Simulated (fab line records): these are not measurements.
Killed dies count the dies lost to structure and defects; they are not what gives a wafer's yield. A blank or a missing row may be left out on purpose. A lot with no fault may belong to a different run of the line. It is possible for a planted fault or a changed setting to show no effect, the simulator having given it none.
Matching of chambers + flow n5Finfet + 4 sister chambers for N5_BEOL_M7_ALD_77 on aldMetal-01
The step deposits TaN, target thk 2 nm, pulse time 2 s, purge time 3 s. 4 wafers are shown with their chamber, then 7 later ones without.

WAFERS, EACH WITH ITS CHAMBER
| wafer  | chamber | heaterPowerW (W) |
|--------|---------|------------------|
| L090.3 | 3       | 402              |
| L090.5 | 0       | 423              |
| L094.1 | 2       | 342              |
| L094.2 | 1       | 393              |

WAFERS WITH NO CHAMBER GIVEN
| wafer  | heaterPowerW (W) |
|--------|------------------|
| L094.5 | 381              |
| L096.2 | 339              |
| L096.4 | 386              |
| L096.5 | 343              |
| L097.2 | 419              |
| L097.3 | 347              |
| L097.6 | 419              |

EACH ONE'S CHAMBER
| wafer  | from the rows above     | in truth |
|--------|-------------------------|----------|
| L094.5 | can't be placed: 1 or 3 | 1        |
| L096.2 | 2                       | 2        |
| L096.4 | can't be placed: 1 or 3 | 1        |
| L096.5 | 2                       | 2        |
| L097.2 | 0                       | 0        |
| L097.3 | 2                       | 2        |
| L097.6 | 0                       | 0        |
5 of 7 placed correctly. Can't be placed from these rows: 2 (the true chamber is among the candidates in 2). 0 placed wrongly.
How it was worked out, from the rows above alone: a wafer's distance from a chamber is the root of the sum, over the readings, of the square of ((its reading less the chamber's mean) divided by the reading's scatter). If the next closest chamber is less than 2 further off than the closest, the wafer can't be placed; otherwise it belongs to the closest. The mean given for a chamber averages the wafers shown for that chamber. The scatter (one wafer shown for each chamber): square how far every hidden wafer sits from the nearest shown wafer, average those squares and take the square root.
